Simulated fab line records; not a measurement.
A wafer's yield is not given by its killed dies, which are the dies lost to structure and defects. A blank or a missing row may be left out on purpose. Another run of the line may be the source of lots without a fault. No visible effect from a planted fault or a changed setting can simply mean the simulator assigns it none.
Chamber matching ; flow n5-finfet ; rie-diel-01 running N5_BEOL_M11_ETCH_65: 4 sister chambers
The step etches SiARC in CF4, target depth 39 nm, time 65 s. 14 wafers are shown with their chamber, then 7 later ones without.

## EACH WAFER AND ITS CHAMBER
wafer;chamber;drypump-motor-current-A (A);showerhead-plenum-p-Torr (Torr);etch-rf-on-time-s (s)
L075.2;1;5.5;2.14;62.4
L075.4;2;6.2;2.05;64.1
L075.6;3;5.4;2.14;70.7
L078.1;1;5.5;2.13;63.1
L078.4;2;6.3;2.05;64.4
L078.6;0;5.7;2.11;64.1
L083.1;3;5.4;2.13;71.8
L083.2;2;6.3;2.05;64.8
L083.5;3;5.4;2.13;71.6
L090.2;1;5.5;2.13;62.5
L090.4;2;6.2;2.04;63.5
L090.6;3;5.5;2.13;70.4
L092.1;2;6.3;2.04;64.7
L092.2;3;5.4;2.13;71.2

SIGNATURES (averages over the wafers above)
reading;chamber 0;chamber 1;chamber 2;chamber 3;scatter within a chamber
drypump-motor-current-A;5.700;5.500;6.260;5.420;0.0447
showerhead-plenum-p-Torr;2.1100;2.1333;2.0460;2.1320;0.00516
etch-rf-on-time-s;64.100;62.667;64.300;71.140;0.527
Rule: a wafer's distance from a chamber is the root of the sum, over the readings, of the square of ((its reading less the chamber's mean) divided by the reading's scatter). The wafer belongs to the nearest chamber; if the next one is less than 2 further off, it can't be placed. The scatter: take each reading less its chamber's mean, square it, sum over the shown wafers, divide by the number of wafers less the number of chambers, and take the root.

## WAFERS WITHOUT THEIR CHAMBER
wafer;drypump-motor-current-A (A);showerhead-plenum-p-Torr (Torr);etch-rf-on-time-s (s)
L092.3;5.7;2.11;60.3
L094.2;5.5;2.12;63.2
L094.3;5.6;2.10;60.9
L094.5;5.5;2.12;63.1
L093.1;5.6;2.10;61.6
L093.2;5.5;2.12;64.7
L093.3;6.3;2.04;63.9

## CHAMBER TAKEN BY EACH
wafer;from the rows above;in truth
L092.3;can't be placed: 0 or 1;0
L094.2;1;1
L094.3;can't be placed: 0 or 1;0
L094.5;1;1
L093.1;can't be placed: 0 or 1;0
L093.2;can't be placed: 1 or 0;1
L093.3;2;2
Correctly placed: 3 of 7. From these rows, 4 cannot be placed; in 4 the true chamber is one of the candidates. Wrongly placed: 0.
